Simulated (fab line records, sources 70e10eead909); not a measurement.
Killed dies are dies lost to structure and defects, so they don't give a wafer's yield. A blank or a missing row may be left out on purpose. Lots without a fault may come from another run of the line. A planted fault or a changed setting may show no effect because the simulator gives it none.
fab line records | flow nand_harc
record lots=24 wafers=72 last_day=24
route steps=1159 shown A_CONTACT@860
lots that met no fault: from a run of the same line without faults
start_h: hours from the record's first day to the start of the lot's first wafer shown | wait_h: hours since the lot's step before | " the same as in the row above | L1.1+2: a row that stands for several wafers | - no value, or no start given | * or withheld: withheld | < > ~ a bound
route shown NAME@n: a module of which the file shows steps, and the number in the route of the first | usual: mean/standard deviation of fault-free wafers | same: alike in all rows | chamber/n: place in a boat | sites: the reading at each site | _std_site: their standard deviation | _edge_site: outer sites' mean less inner sites' | radius_mm: how far each site lies from the wafer's centre | mask NAME#n: copy n | behind: the tool/chamber that last shaped the wafer | hold: why the lot was held/for how many hours/how that ended | device: the transistor (n, p or np) that didn't switch | end of line: the same wafers' tests at the end of the route | a step without rows: its recipe alone | killed: dies lost to structure and defects at the first sort, not the wafer's yield | map: a wafer's dies, x killed, . not, _ none there
set.NAME: the setting as run; set.NAME@STEP: as run at that earlier step | model.NAME: the simulator's own value behind a step, which no gauge read
steps of the route over a sample of lots; a table a step, a row a wafer
services: from which hour (start_h, from the record's first day; less than 0 if before it) a tool's chamber was out of use, for how many hours, and why
## steps
# step NHARC_A_CONTACT_ETCH_50
# recipe target_depth_a=847 time_s=42.4 cf4_flow_sccm=100 chf3_flow_sccm=30 ar_flow_sccm=0 rf_w=500 bias_w=200 chemistry=CF4/CHF3
# usual bias_w=200.0/0.61 drypump_motor_current_A=5.9/0.41 oes_product_au=0.955/0.017 rf_vpp_V=370.2/2.2 showerhead_plenum_p_Torr=1.56/0.06 throttle_valve_pct=16.802/0.0096
# columns lot.wafer tool chamber start_h wait_h bias_w drypump_motor_current_A oes_product_au rf_hours_counter_h rf_vpp_V showerhead_plenum_p_Torr throttle_valve_pct
L074.4 rie_diel-03 0 - - 199.8 6.0 0.950 24 370.0 1.56 16.805
L074.2 " 3 " " 200.6 6.6 0.953 26 369.4 1.56 16.795
L074.5 " 1 " " 200.8 5.7 0.959 - 372.1 1.64 16.795
L075.4 rie_diel-12 2 - - 199.8 5.2 0.920 62 367.2 1.50 16.804
L075.3 " 1 " " 199.1 6.0 0.931 61 370.1 1.55 16.792
L075.6 " 2 " " 200.7 5.2 0.918 - 367.1 1.50 16.804
L076.2 rie_diel-03 3 - - 199.1 6.5 0.949 30 370.2 1.55 16.803
L076.4 " 0 " " 199.6 6.0 0.941 28 368.2 1.56 16.794
L076.5 " 0 " " 200.3 6.0 0.950 - 370.3 1.56 16.812
L078.4 rie_diel-12 0 - - 199.4 6.1 0.957 1 373.1 1.64 16.778
L078.3 " 1 " " 200.3 6.0 0.955 2 370.4 1.54 16.804
L078.5 " 2 " " 199.5 5.2 0.941 - 368.3 1.50 16.808
L077.1 rie_diel-12 2 - - 199.5 5.2 0.966 3 367.5 1.50 16.818
L077.4 " 3 " " 200.1 5.7 0.987 2 370.0 1.56 16.806
L077.2 " 0 " " 199.8 6.1 0.983 3 374.6 1.64 16.812
L080.3 rie_diel-03 3 - - 200.1 6.5 0.964 1 370.5 1.55 16.785
L080.4 " 0 " " 200.0 6.0 0.955 1 369.3 1.56 16.802
L080.5 " 1 " " 199.1 5.7 0.968 - 372.0 1.64 16.806
L081.3 rie_diel-08 0 - - 199.6 5.9 0.927 33 371.6 1.62 16.797
L081.2 " 3 " " 199.9 4.8 0.930 32 367.7 1.48 16.793
L081.6 " 0 " " 199.7 6.0 0.938 - 371.9 1.62 16.800
L079.1 rie_diel-03 1 - - 200.7 5.7 0.982 3 372.3 1.64 16.813
L079.5 " 1 " " 200.9 5.7 0.971 - 374.1 1.64 16.820
L079.6 " 2 " " 200.4 6.2 0.971 - 366.9 1.47 16.792
L083.1 rie_diel-03 0 - - 200.4 6.0 0.966 6 370.3 1.56 16.802
L083.3 " 2 " " 199.9 6.2 0.959 6 367.4 1.47 16.797
L083.5 " 0 " " 200.6 6.0 0.958 - 370.3 1.56 16.801
L082.4 rie_diel-03 1 - - 200.5 5.7 0.948 6 374.3 1.64 16.806
L082.3 " 3 " " 199.7 6.5 0.964 5 369.1 1.55 16.812
L082.6 " 0 " " 199.2 6.0 0.947 - 370.5 1.56 16.819
L084.1 rie_diel-03 1 - - 200.2 5.7 0.977 7 372.8 1.64 16.813
L084.3 " 2 " " 200.2 6.2 0.989 7 367.8 1.47 16.801
L084.6 " 0 " " 199.3 6.0 0.947 - 369.6 1.56 16.799
L085.4 rie_diel-03 1 - - 200.1 5.7 0.977 10 372.1 1.64 16.792
L085.3 " 2 " " 199.7 6.2 0.984 9 366.5 1.47 16.808
L085.5 " 0 " " 200.3 5.9 0.962 - 370.6 1.56 16.794
L086.2 rie_diel-12 2 - - 199.3 5.2 0.957 18 367.2 1.49 16.799
L086.4 " 0 " " 199.9 6.1 0.978 19 373.5 1.64 16.808
L086.6 " 2 " " 200.4 5.2 0.951 - 367.6 1.49 16.798
L087.2 rie_diel-03 3 - - 200.2 6.5 0.949 10 372.0 1.55 16.780
L087.5 " 2 " " 200.1 6.2 0.956 - 367.1 1.47 16.785
L087.6 " 3 " " 200.0 6.6 0.945 - 369.5 1.55 16.798
L088.4 rie_diel-08 1 - - 199.9 5.8 0.930 50 369.5 1.56 16.792
L088.1 " 2 " " 200.2 5.7 0.933 51 367.5 1.46 16.807
L088.5 " 1 " " 200.0 5.8 0.934 - 370.2 1.56 16.808
L090.1 rie_diel-03 0 - - 201.3 6.0 0.960 12 369.5 1.56 16.802
L090.2 " 1 " " 199.5 5.7 0.985 12 371.8 1.64 16.810
L090.6 " 1 " " 200.2 5.7 0.975 - 373.7 1.64 16.811
L089.2 rie_diel-03 3 - - 199.9 6.6 0.955 11 370.5 1.55 16.812
L089.4 " 0 " " 198.8 6.0 0.971 12 369.8 1.56 16.812
L089.1 " 2 " " 199.9 6.2 0.944 12 368.2 1.47 16.797
L091.1 rie_diel-03 1 - - 198.8 5.7 0.968 18 373.5 1.64 16.806
L091.2 " 3 " " 200.6 6.6 0.955 17 369.1 1.55 16.808
L091.5 " 1 " " 199.6 5.7 0.963 - 372.6 1.64 16.803
L092.3 rie_diel-12 3 - - 199.6 5.7 0.944 34 369.8 1.56 16.801
L092.1 " 0 " " 199.8 6.1 0.928 35 373.2 1.63 16.812
L092.5 " 3 " " 200.3 5.7 0.938 - 370.5 1.56 16.809
L094.1 rie_diel-12 2 - - 199.0 5.1 0.929 35 367.2 1.49 16.811
L094.5 " 1 " " 199.6 6.0 0.931 - 367.6 1.54 16.822
L094.6 " 2 " " 199.9 5.1 0.915 - 368.4 1.49 16.788
L093.2 rie_diel-08 2 - - 199.4 5.7 0.958 0 376.3 1.70 16.808
L093.1 " 0 " " 199.6 6.0 0.971 0 373.4 1.61 16.802
L093.6 " 2 " " 199.4 5.7 0.955 - 375.2 1.70 16.805
L096.2 rie_diel-08 0 - - 199.8 5.9 0.973 2 372.5 1.61 16.819
L096.4 " 2 " " 199.8 5.7 0.977 2 374.2 1.70 16.809
L096.6 " 0 " " 200.1 6.0 0.954 - 372.8 1.61 16.789
L095.4 rie_diel-03 2 - - 199.6 6.2 0.972 19 366.8 1.47 16.779
L095.1 " 3 " " 200.6 6.5 0.980 19 369.5 1.55 16.792
L095.5 " 0 " " 199.7 6.0 0.968 - 368.1 1.55 16.806
L097.1 rie_diel-08 2 - - 200.1 5.7 0.953 7 374.9 1.70 16.795
L097.2 " 3 " " 199.2 4.8 0.945 7 368.8 1.47 16.809
L097.4 " 0 " " 200.7 6.0 0.947 8 371.9 1.61 16.804
# step NHARC_A_CONTACT_ETCH_119
# recipe source_w=withheld pressure_mtorr=20 bias_v=3000 time_s=94 target_depth_a=9220 ar_flow_sccm=withheld c4f8_flow_sccm=withheld o2_flow_sccm=withheld chemistry=C4F8/O2/Ar
# columns lot.wafer tool chamber start_h wait_h rf_hours_counter_h
L074.2 har_cap_etch-01 0 370.98 0.1 54
L074.4 " 0 " " -
L074.5 " 1 " " -
L075.4 har_cap_etch-02 1 375.43 0.1 -
L075.3 " 0 " " -
L075.6 " 1 " " -
L076.2 har_cap_etch-01 0 392.77 0.1 59
L076.4 " 0 " " -
L076.5 " 0 " " -
L078.3 har_cap_etch-03 1 397.31 0.1 -
L078.4 " 0 " " -
L078.5 " 0 " " -
L077.2 har_cap_etch-01 1 401.88 0.1 60
L077.1 " 0 " " 60
L077.4 " 1 " " -
L080.4 har_cap_etch-03 0 409.50 0.1 -
L080.3 " 1 " " -
L080.5 " 0 " " -
L081.2 har_cap_etch-01 0 411.76 0.1 63
L081.3 " 0 " " -
L081.6 " 0 " " -
L079.1 har_cap_etch-03 0 415.77 0.1 85
L079.5 " 1 " " -
L079.6 " 0 " " -
L083.1 har_cap_etch-02 1 426.36 0.1 19
L083.3 " 1 " " -
L083.5 " 0 " " -
L082.4 har_cap_etch-03 0 426.77 0.1 -
L082.3 " 1 " " -
L082.6 " 1 " " -
L084.1 har_cap_etch-02 0 430.32 0.1 20
L084.3 " 0 " " -
L084.6 " 1 " " -
L085.3 har_cap_etch-01 1 439.74 0.1 -
L085.4 " 0 " " -
L085.5 " 0 " " -
L086.2 har_cap_etch-01 0 445.66 0.1 69
L086.4 " 0 " " -
L086.6 " 1 " " -
L087.2 har_cap_etch-02 0 449.90 0.1 24
L087.5 " 0 " " -
L087.6 " 1 " " -
L088.1 har_cap_etch-01 1 450.37 0.1 70
L088.4 " 1 " " -
L088.5 " 0 " " -
L090.1 har_cap_etch-01 1 457.46 0.1 72
L090.2 " 0 " " 72
L090.6 " 0 " " -
L089.1 har_cap_etch-02 1 457.92 0.1 26
L089.2 " 0 " " 26
L089.4 " 0 " " -
L091.1 har_cap_etch-03 0 482.81 0.1 98
L091.2 " 1 " " 98
L091.5 " 0 " " -
L092.1 har_cap_etch-01 1 482.86 0.1 76
L092.3 " 1 " " -
L092.5 " 1 " " -
L094.1 har_cap_etch-02 0 489.38 0.1 30
L094.5 " 1 " " -
L094.6 " 0 " " -
L093.1 har_cap_etch-03 1 490.53 0.1 99
L093.2 " 0 " " 99
L093.6 " 0 " " -
L096.2 har_cap_etch-03 0 494.62 0.1 100
L096.4 " 1 " " -
L096.6 " 0 " " -
L095.1 har_cap_etch-02 1 499.64 0.1 32
L095.4 " 1 " " -
L095.5 " 1 " " -
L097.2 har_cap_etch-02 1 505.22 0.1 33
L097.1 " 0 " " 33
L097.4 " 1 " " -
# step NHARC_A_CONTACT_ETCH_122
# recipe source_w=withheld pressure_mtorr=20 bias_v=3000 time_s=95 target_depth_a=9300 ar_flow_sccm=withheld c4f8_flow_sccm=withheld o2_flow_sccm=withheld chemistry=C4F8/O2/Ar
# columns lot.wafer tool chamber start_h wait_h rf_hours_counter_h
L074.2 har_cap_etch-01 0 371.25 0.1 55
L074.4 " 0 " " -
L074.5 " 1 " " -
L075.4 har_cap_etch-02 1 375.71 0.1 -
L075.3 " 0 " " -
L075.6 " 1 " " -
L076.2 har_cap_etch-01 0 393.05 0.1 59
L076.4 " 0 " " -
L076.5 " 0 " " -
L078.3 har_cap_etch-03 1 397.58 0.1 -
L078.4 " 0 " " -
L078.5 " 0 " " -
L077.2 har_cap_etch-01 1 402.15 0.1 60
L077.1 " 0 " " 60
L077.4 " 1 " " -
L080.4 har_cap_etch-03 0 409.77 0.1 -
L080.3 " 1 " " -
L080.5 " 0 " " -
L081.2 har_cap_etch-01 0 412.04 0.1 63
L081.3 " 0 " " -
L081.6 " 0 " " -
L079.1 har_cap_etch-03 0 416.04 0.1 85
L079.5 " 1 " " -
L079.6 " 0 " " -
L083.1 har_cap_etch-02 1 426.63 0.1 19
L083.3 " 1 " " -
L083.5 " 0 " " -
L082.4 har_cap_etch-03 0 427.04 0.1 -
L082.3 " 1 " " -
L082.6 " 1 " " -
L084.1 har_cap_etch-02 0 430.59 0.1 21
L084.3 " 0 " " -
L084.6 " 1 " " -
L085.3 har_cap_etch-01 1 440.02 0.1 -
L085.4 " 0 " " -
L085.5 " 0 " " -
L086.2 har_cap_etch-01 0 445.93 0.1 69
L086.4 " 0 " " -
L086.6 " 1 " " -
L087.2 har_cap_etch-02 0 450.17 0.1 25
L087.5 " 0 " " -
L087.6 " 1 " " -
L088.1 har_cap_etch-01 1 450.64 0.1 71
L088.4 " 1 " " -
L088.5 " 0 " " -
L090.1 har_cap_etch-01 1 457.73 0.1 72
L090.2 " 0 " " 72
L090.6 " 0 " " -
L089.1 har_cap_etch-02 1 458.20 0.1 26
L089.2 " 0 " " 26
L089.4 " 0 " " -
L091.1 har_cap_etch-03 0 483.08 0.1 98
L091.2 " 1 " " 98
L091.5 " 0 " " -
L092.1 har_cap_etch-01 1 483.14 0.1 76
L092.3 " 1 " " -
L092.5 " 1 " " -
L094.1 har_cap_etch-02 0 489.74 0.1 30
L094.5 " 1 " " -
L094.6 " 0 " " -
L093.1 har_cap_etch-03 1 490.81 0.1 99
L093.2 " 0 " " 99
L093.6 " 0 " " -
L096.2 har_cap_etch-03 0 494.89 0.1 100
L096.4 " 1 " " -
L096.6 " 0 " " -
L095.1 har_cap_etch-02 1 500.13 0.1 32
L095.4 " 1 " " -
L095.5 " 1 " " -
L097.2 har_cap_etch-02 1 505.70 0.1 34
L097.1 " 0 " " 34
L097.4 " 1 " " -
# step NHARC_A_CONTACT_ETCH_126
# recipe source_w=withheld pressure_mtorr=20 bias_v=1200 time_s=155 target_depth_a=9560 ar_flow_sccm=withheld c4f8_flow_sccm=withheld o2_flow_sccm=withheld chemistry=C4F8/O2/Ar
# columns lot.wafer tool chamber start_h wait_h rf_hours_counter_h
L074.2 har_cap_etch-01 1 377.31 0.1 56
L074.4 " 0 " " -
L074.5 " 0 " " -
L075.4 har_cap_etch-01 1 383.02 0.1 -
L075.3 " 0 " " -
L075.6 " 0 " " -
L076.2 har_cap_etch-02 0 399.12 0.1 14
L076.4 " 0 " " -
L076.5 " 0 " " -
L078.3 har_cap_etch-03 1 403.93 0.1 -
L078.4 " 0 " " -
L078.5 " 1 " " -
L077.2 har_cap_etch-01 1 408.23 0.1 61
L077.1 " 0 " " 61
L077.4 " 1 " " -
L080.3 har_cap_etch-01 1 418.26 0.1 -
L080.4 " 0 " " -
L080.5 " 1 " " -
L081.2 har_cap_etch-02 0 420.89 0.1 17
L081.3 " 1 " " -
L081.6 " 1 " " -
L079.1 har_cap_etch-03 1 423.12 0.1 86
L079.5 " 0 " " -
L079.6 " 1 " " -
L083.1 har_cap_etch-01 0 432.49 0.1 66
L083.3 " 1 " " -
L083.5 " 1 " " -
L082.3 har_cap_etch-02 1 433.28 0.1 -
L082.4 " 0 " " -
L082.6 " 0 " " -
L084.1 har_cap_etch-03 0 437.74 0.1 89
L084.3 " 0 " " -
L084.6 " 1 " " -
L085.3 har_cap_etch-03 0 446.32 0.1 -
L085.4 " 1 " " -
L085.5 " 0 " " -
L086.2 har_cap_etch-03 1 451.85 0.1 92
L086.4 " 0 " " -
L086.6 " 0 " " -
L087.2 har_cap_etch-03 0 458.35 0.1 94
L087.6 " 1 " " -
L087.5 " 0 " " -
L088.1 har_cap_etch-01 1 458.53 0.1 72
L088.4 " 0 " " -
L088.5 " 0 " " -
L090.1 har_cap_etch-03 1 463.83 0.1 95
L090.2 " 0 " " 95
L090.6 " 1 " " -
L089.1 har_cap_etch-01 1 464.56 0.1 74
L089.2 " 0 " " 74
L089.4 " 1 " " -
L091.1 har_cap_etch-01 0 491.58 0.1 77
L091.2 " 1 " " 77
L091.5 " 0 " " -
L092.1 har_cap_etch-02 0 492.15 0.2 30
L092.3 " 1 " " -
L092.5 " 1 " " -
L094.1 har_cap_etch-01 1 497.95 0.1 78
L094.6 " 1 " " -
L094.5 " 0 " " -
L093.2 har_cap_etch-03 1 498.89 0.1 101
L093.1 " 0 " " 101
L093.6 " 0 " " -
L096.2 har_cap_etch-03 0 501.64 0.1 102
L096.4 " 1 " " -
L096.6 " 0 " " -
L095.1 har_cap_etch-01 0 507.56 0.1 82
L095.4 " 0 " " -
L095.5 " 0 " " -
L097.2 har_cap_etch-03 1 513.13 0.1 104
L097.1 " 0 " " 104
L097.4 " 1 " " -
# step NHARC_A_CONTACT_ETCH_89
# recipe target_depth_a=2600 over_etch_frac=0.3 time_s=475.3 ion_energy_ev=200 n2_flow_sccm=150 h2_flow_sccm=150 ar_flow_sccm=0 rf_w=400 bias_w=150 chemistry=N2/H2
# usual bias_w=149.9/0.44 drypump_motor_current_A=5.8/0.41 oes_product_au=1.004/0.008 rf_vpp_V=429.5/2.6 showerhead_plenum_p_Torr=2.01/0.089 throttle_valve_pct=14.172/0.0091
# columns lot.wafer tool chamber start_h wait_h bias_w drypump_motor_current_A oes_product_au rf_hours_counter_h rf_vpp_V showerhead_plenum_p_Torr throttle_valve_pct
L074.4 rie_diel-03 1 - - 149.4 5.7 0.999 28 434.4 2.14 14.156
L074.2 " 2 " " 150.4 6.1 1.002 30 426.1 1.90 14.154
L074.5 " 2 " " 149.7 6.2 1.006 - 428.4 1.90 14.181
L075.3 rie_diel-08 2 - - 149.4 5.7 1.003 26 427.5 1.89 14.173
L075.6 " 1 " " 149.5 5.8 1.003 - 430.2 2.02 14.180
L075.4 " 0 " " 149.9 6.0 0.982 - 432.7 2.11 14.178
L076.4 rie_diel-12 3 - - 151.1 5.7 1.008 4 430.4 2.03 14.163
L076.2 " 1 " " 149.7 6.0 0.999 4 429.3 2.00 14.184
L076.5 " 3 " " 151.0 5.7 1.005 - 429.4 2.03 14.186
L078.3 rie_diel-03 2 - - 149.8 6.2 1.001 1 426.0 1.90 14.181
L078.4 " 0 " " 150.3 6.0 1.003 2 429.8 2.02 14.176
L078.5 " 2 " " 150.3 6.2 1.009 - 428.3 1.90 14.159
L077.2 rie_diel-12 1 - - 149.5 6.0 1.005 6 428.6 2.00 14.183
L077.4 " 2 " " 151.5 5.2 0.987 5 426.5 1.93 14.171
L077.1 " 0 " " 150.2 6.1 1.019 6 433.1 2.13 14.174
L080.4 rie_diel-03 3 - - 149.4 6.5 1.005 5 428.5 2.01 14.179
L080.3 " 0 " " 150.7 6.0 1.002 5 429.4 2.02 14.162
L080.5 " 1 " " 150.1 5.7 1.001 - 432.7 2.13 14.161
L081.2 rie_diel-12 1 - - 150.4 6.0 1.001 13 429.7 1.99 14.167
L081.3 " 3 " " 149.3 5.7 1.015 13 429.8 2.02 14.169
L081.6 " 1 " " 149.9 6.0 1.014 - 429.4 1.99 14.180
L079.1 rie_diel-08 0 - - 149.8 6.0 0.990 40 432.1 2.10 14.169
L079.6 " 3 " " 150.3 4.9 0.993 - 426.2 1.91 14.161
L079.5 " 0 " " 149.6 6.0 0.985 - 432.6 2.10 14.190
L083.1 rie_diel-08 3 - - 150.2 4.8 1.007 44 425.9 1.91 14.171
L083.3 " 0 " " 149.9 6.0 0.999 44 431.1 2.10 14.169
L083.5 " 0 " " 150.0 6.0 1.003 - 432.2 2.10 14.169
L082.4 rie_diel-12 1 - - 149.3 6.0 1.007 17 428.2 1.99 14.163
L082.3 " 2 " " 150.2 5.2 0.995 16 426.5 1.93 14.175
L082.6 " 3 " " 149.9 5.7 1.013 - 431.2 2.02 14.166
L084.1 rie_diel-08 2 - - 149.7 5.7 1.009 49 425.5 1.88 14.182
L084.3 " 3 " " 149.7 4.8 1.011 46 427.1 1.91 14.166
L084.6 " 1 " " 149.7 5.8 1.013 - 428.9 2.02 14.180
L085.4 rie_diel-08 2 - - 149.6 5.7 1.001 52 426.3 1.88 14.186
L085.3 " 3 " " 150.0 4.9 0.994 49 426.8 1.90 14.159
L085.5 " 3 " " 149.3 4.9 0.999 - 425.7 1.90 14.161
L086.4 rie_diel-03 3 - - 150.1 6.5 0.997 12 430.0 2.01 14.169
L086.2 " 0 " " 150.7 6.0 1.004 13 429.7 2.01 14.173
L086.6 " 2 " " 149.8 6.2 1.003 - 427.6 1.90 14.168
L087.2 rie_diel-08 1 - - 149.8 5.8 1.000 56 429.7 2.01 14.172
L087.5 " 2 " " 149.6 5.7 1.000 - 427.4 1.88 14.166
L087.6 " 3 " " 149.8 4.9 0.999 - 426.4 1.90 14.172
L088.4 rie_diel-03 2 - - 150.3 6.2 1.002 14 427.4 1.89 14.164
L088.1 " 1 " " 150.0 5.7 1.013 15 433.9 2.13 14.174
L088.5 " 2 " " 150.4 6.2 1.010 - 428.7 1.89 14.190
L090.1 rie_diel-03 2 - - 150.1 6.1 1.004 15 426.1 1.89 14.188
L090.2 " 0 " " 150.7 6.0 0.991 16 427.6 2.01 14.175
L090.6 " 2 " " 150.0 6.2 1.000 - 426.1 1.89 14.169
L089.4 rie_diel-12 3 - - 150.5 5.7 1.005 29 429.7 2.02 14.165
L089.1 " 0 " " 149.4 6.1 1.021 30 433.9 2.12 14.183
L089.2 " 2 " " 150.3 5.2 0.988 29 427.0 1.92 14.164
L091.2 rie_diel-08 0 - - 150.0 6.0 0.998 6 433.2 2.09 14.157
L091.1 " 1 " " 149.3 5.8 1.011 6 431.0 2.01 14.172
L091.5 " 0 " " 149.6 6.0 0.995 - 432.9 2.09 14.182
L092.1 rie_diel-03 1 - - 150.2 5.7 1.005 21 433.1 2.13 14.184
L092.3 " 2 " " 149.8 6.2 1.010 19 425.5 1.89 14.171
L092.5 " 1 " " 149.5 5.7 1.008 - 432.7 2.13 14.176
L094.1 rie_diel-12 1 - - 149.6 6.0 1.009 43 426.9 1.98 14.174
L094.5 " 3 " " 149.8 5.7 1.001 - 430.4 2.01 14.164
L094.6 " 0 " " 150.0 6.2 1.014 - 431.7 2.12 14.163
L093.1 rie_diel-12 1 - - 150.5 6.0 1.001 44 428.4 1.98 14.162
L093.2 " 0 " " 149.7 6.1 0.999 45 433.2 2.12 14.158
L093.6 " 1 " " 149.9 6.0 0.999 - 429.0 1.98 14.182
L096.2 rie_diel-03 1 - - 150.5 5.7 0.993 22 432.9 2.13 14.190
L096.6 " 0 " " 150.4 6.0 1.010 - 429.3 2.01 14.183
L096.4 " 1 " " 149.7 5.7 0.996 - 432.4 2.13 14.185
L095.1 rie_diel-03 0 - - 149.9 6.0 1.001 23 428.6 2.01 14.166
L095.5 " 0 " " 150.6 6.1 0.995 - 430.3 2.01 14.174
L095.4 " 1 " " 150.7 5.7 1.007 - 433.5 2.13 14.161
L097.1 rie_diel-12 3 - - 150.2 5.8 1.021 47 428.2 2.01 14.161
L097.4 " 1 " " 150.1 6.0 1.018 47 428.0 1.98 14.174
L097.2 " 2 " " 149.5 5.2 0.998 46 426.8 1.92 14.163
# step NHARC_A_CONTACT_ETCH_30
# recipe target_depth_a=605 time_s=30.2 cf4_flow_sccm=100 chf3_flow_sccm=30 ar_flow_sccm=0 rf_w=500 bias_w=200 chemistry=CF4/CHF3
# usual bias_w=200.0/0.67 drypump_motor_current_A=5.8/0.42 oes_product_au=0.937/0.02 rf_vpp_V=369.8/2.2 showerhead_plenum_p_Torr=1.55/0.058 throttle_valve_pct=16.803/0.0093
# columns lot.wafer tool chamber start_h wait_h bias_w drypump_motor_current_A oes_product_au rf_hours_counter_h rf_vpp_V showerhead_plenum_p_Torr throttle_valve_pct
L074.2 rie_diel-03 3 - - 199.6 6.5 0.921 29 368.7 1.55 16.803
L074.4 " 0 " " 200.1 6.0 0.920 27 369.2 1.56 16.780
L074.5 " 2 " " 200.2 6.1 0.918 - 366.8 1.47 16.792
L075.3 rie_diel-08 0 - - 200.1 5.9 0.924 25 371.7 1.62 16.802
L075.4 " 1 " " 199.8 5.8 0.926 26 370.8 1.56 16.796
L075.6 " 3 " " 200.6 4.8 0.930 - 367.4 1.48 16.796
L076.4 rie_diel-12 0 - - 200.2 6.1 0.940 4 372.6 1.64 16.808
L076.2 " 2 " " 200.7 5.2 0.918 4 367.3 1.50 16.805
L076.5 " 0 " " 198.7 6.1 0.929 - 373.3 1.64 16.795
L078.3 rie_diel-03 2 - - 199.3 6.2 0.929 2 367.3 1.47 16.793
L078.4 " 0 " " 200.0 6.0 0.921 2 370.5 1.56 16.810
L078.5 " 2 " " 199.6 6.2 0.931 - 367.8 1.47 16.794
L077.4 rie_diel-12 2 - - 200.3 5.1 0.922 5 367.6 1.50 16.796
L077.1 " 3 " " 198.9 5.7 0.947 6 371.4 1.56 16.793
L077.2 " 1 " " 200.4 6.0 0.935 6 368.7 1.54 16.804
L080.4 rie_diel-03 3 - - 199.3 6.5 0.972 5 369.6 1.55 16.811
L080.3 " 1 " " 199.7 5.7 0.961 6 371.9 1.64 16.800
L080.5 " 3 " " 200.2 6.6 0.971 - 370.9 1.55 16.792
L081.3 rie_diel-12 2 - - 200.4 5.2 0.937 13 366.7 1.49 16.810
L081.2 " 0 " " 199.5 6.1 0.973 13 373.9 1.64 16.802
L081.6 " 3 " " 199.8 5.7 0.958 - 369.5 1.56 16.808
L079.1 rie_diel-08 2 - - 201.3 5.7 0.987 44 367.6 1.46 16.808
L079.5 " 3 " " 199.2 4.9 0.962 - 368.4 1.48 16.791
L079.6 " 0 " " 199.6 6.0 0.966 - 370.9 1.62 16.830
L083.1 rie_diel-03 0 438.72 - 200.7 6.0 0.917 10 369.9 1.56 16.795
L083.3 " 2 " " 199.5 6.2 0.938 9 368.3 1.47 16.806
L083.5 " 3 " " 200.3 6.5 0.920 - 369.3 1.55 16.793
L082.3 rie_diel-12 2 - - 199.4 5.2 0.922 16 367.3 1.49 16.800
L082.4 " 3 " " 199.8 5.8 0.941 17 369.5 1.56 16.811
L082.6 " 3 " " 201.8 5.7 0.941 - 370.7 1.56 16.802
L084.1 rie_diel-08 3 - - 199.8 4.8 0.925 46 369.6 1.48 16.796
L084.3 " 0 " " 199.5 6.0 0.923 45 372.3 1.61 16.802
L084.6 " 2 " " 200.2 5.7 0.933 - 368.2 1.46 16.803
L085.4 rie_diel-08 0 - - 201.0 6.0 0.928 49 371.2 1.61 16.800
L085.3 " 2 " " 199.4 5.7 0.926 52 366.7 1.46 16.806
L085.5 " 0 " " 200.2 5.9 0.919 - 372.3 1.61 16.800
L086.2 rie_diel-03 2 - - 201.1 6.2 0.925 13 367.6 1.47 16.811
L086.4 " 0 " " 200.2 6.0 0.931 14 370.3 1.56 16.797
L086.6 " 1 " " 200.4 5.7 0.922 - 372.1 1.64 16.815
L087.2 rie_diel-08 1 - - 200.3 5.7 0.931 56 369.1 1.55 16.792
L087.6 " 0 " " 200.0 6.0 0.927 - 373.2 1.61 16.787
L087.5 " 1 " " 199.3 5.8 0.931 - 370.5 1.55 16.811
L088.4 rie_diel-03 0 - - 200.7 6.0 0.917 15 370.0 1.56 16.801
L088.1 " 2 " " 199.3 6.2 0.925 15 367.1 1.47 16.796
L088.5 " 0 " " 200.2 6.0 0.909 - 370.2 1.56 16.810
L090.2 rie_diel-03 3 - - 199.1 6.6 0.921 15 370.7 1.55 16.824
L090.1 " 2 " " 200.3 6.1 0.925 16 366.7 1.47 16.806
L090.6 " 0 " " 201.7 6.0 0.920 - 370.1 1.55 16.788
L089.4 rie_diel-12 0 - - 198.5 6.1 0.933 30 372.4 1.63 16.808
L089.2 " 1 " " 200.7 6.0 0.932 29 368.9 1.54 16.813
L089.1 " 2 " " 200.4 5.2 0.912 29 368.2 1.49 16.811
L091.2 rie_diel-08 1 - - 199.0 5.8 0.972 6 370.3 1.55 16.789
L091.1 " 2 " " 199.6 5.7 0.990 5 373.1 1.70 16.807
L091.5 " 1 " " 199.8 5.8 0.973 - 369.9 1.55 16.803
L092.1 rie_diel-03 0 - - 201.1 6.0 0.920 21 370.7 1.55 16.818
L092.3 " 2 " " 200.7 6.2 0.928 19 366.0 1.47 16.805
L092.5 " 0 " " 201.3 6.0 0.917 - 370.3 1.55 16.798
L094.1 rie_diel-12 0 - - 199.4 6.1 0.930 45 373.1 1.63 16.797
L094.6 " 0 " " 199.4 6.1 0.926 - 372.9 1.63 16.819
L094.5 " 1 " " 199.4 6.0 0.934 - 370.5 1.53 16.790
L093.2 rie_diel-12 0 - - 199.2 6.1 0.966 45 372.7 1.63 16.791
L093.1 " 2 " " 199.4 5.2 0.981 42 368.4 1.49 16.803
L093.6 " 0 " " 199.8 6.1 0.978 - 372.5 1.63 16.806
L096.2 rie_diel-03 2 - - 200.2 6.2 0.928 20 365.6 1.47 16.812
L096.4 " 2 " " 200.1 6.2 0.929 - 366.0 1.47 16.784
L096.6 " 0 " " 198.4 6.0 0.920 - 371.6 1.55 16.806
L095.1 rie_diel-03 1 - - 200.0 5.7 0.964 23 372.9 1.64 16.804
L095.5 " 1 " " 200.2 5.7 0.965 - 372.5 1.64 16.796
L095.4 " 0 " " 199.4 6.0 0.965 - 370.4 1.55 16.815
L097.1 rie_diel-12 1 - - 200.8 6.0 0.936 47 370.1 1.53 16.802
L097.4 " 2 " " 199.3 5.1 0.913 46 366.2 1.49 16.815
L097.2 " 0 " " 200.7 6.1 0.933 49 373.7 1.63 16.797
## services
# columns tool chamber start_h hours kind
har_cap_etch-01 - 346.71 10.3 repair
rie_diel-03 0 346.93 - clean
rie_diel-03 1 346.93 - clean
rie_diel-03 2 346.93 - clean
rie_diel-03 3 346.93 - clean
har_cap_etch-03 - 365.53 5.1 repair
rie_diel-03 0 371.43 - clean
rie_diel-03 1 371.43 - clean
rie_diel-03 2 371.43 - clean
rie_diel-03 3 371.43 - clean
rie_diel-08 3 386.36 2.3 repair
rie_diel-03 - 392.30 9.0 pm
rie_diel-03 0 392.30 9.0 vent_cycle
rie_diel-03 1 392.30 9.0 vent_cycle
rie_diel-03 2 392.30 9.0 vent_cycle
rie_diel-03 3 392.30 9.0 vent_cycle
har_cap_etch-01 - 398.89 0.1 repair
rie_diel-03 0 401.30 - clean
rie_diel-03 1 401.30 - clean
rie_diel-03 2 401.30 - clean
har_cap_etch-02 - 407.55 0.5 repair
rie_diel-08 - 478.98 9.0 pm
rie_diel-03 2 479.61 3.9 repair
rie_diel-03 3 500.62 17.4 repair
## key
fault none
